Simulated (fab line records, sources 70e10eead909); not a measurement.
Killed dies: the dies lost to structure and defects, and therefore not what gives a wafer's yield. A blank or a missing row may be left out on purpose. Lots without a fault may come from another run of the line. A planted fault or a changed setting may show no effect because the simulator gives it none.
Chamber matching ; flow nand-harc ; rie-diel-11 running NHARC_P_M0_ETCH_34: 4 sister chambers
The step etches the open film in N2/H2, target depth 40 nm, overetch 12 nm, time 43.94 s. 4 wafers are shown with their chamber, then 9 later ones without.

WAFERS WITH THEIR CHAMBER
wafer;chamber;drypump-motor-current-A (A)
L081.2;1;5.7
L081.3;0;4.9
L090.4;2;5.8
L090.5;3;5.8

WAFERS WITH NO CHAMBER GIVEN
wafer;drypump-motor-current-A (A)
L092.2;5.8
L092.5;5.7
L092.6;5.8
L094.1;5.8
L094.3;4.9
L094.4;5.8
L096.4;5.9
L096.5;5.8
L096.6;4.9

WHICH CHAMBER EACH WENT THROUGH
wafer;from the rows above;in truth
L092.2;can't be placed: 2 or 3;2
L092.5;1;1
L092.6;can't be placed: 2 or 3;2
L094.1;can't be placed: 2 or 3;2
L094.3;0;0
L094.4;can't be placed: 2 or 3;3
L096.4;can't be placed: 2 or 3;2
L096.5;can't be placed: 2 or 3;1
L096.6;0;0
Placed correctly: 3 of 9. Unplaceable from these rows: 6, with the true chamber sitting among the candidates in 5. Number placed wrongly: 0.
How it was worked out, from the rows above alone: a wafer's distance from a chamber is the root of the sum, over the readings, of the square of ((its reading less the chamber's mean) divided by the reading's scatter). If the next closest chamber is less than 2 further off than the closest, the wafer can't be placed; otherwise it belongs to the closest. Each chamber's mean is taken over the wafers shown for it. The scatter: with one shown wafer a chamber, the root of the mean of the squares of how far each hidden wafer lies from its nearest shown one.
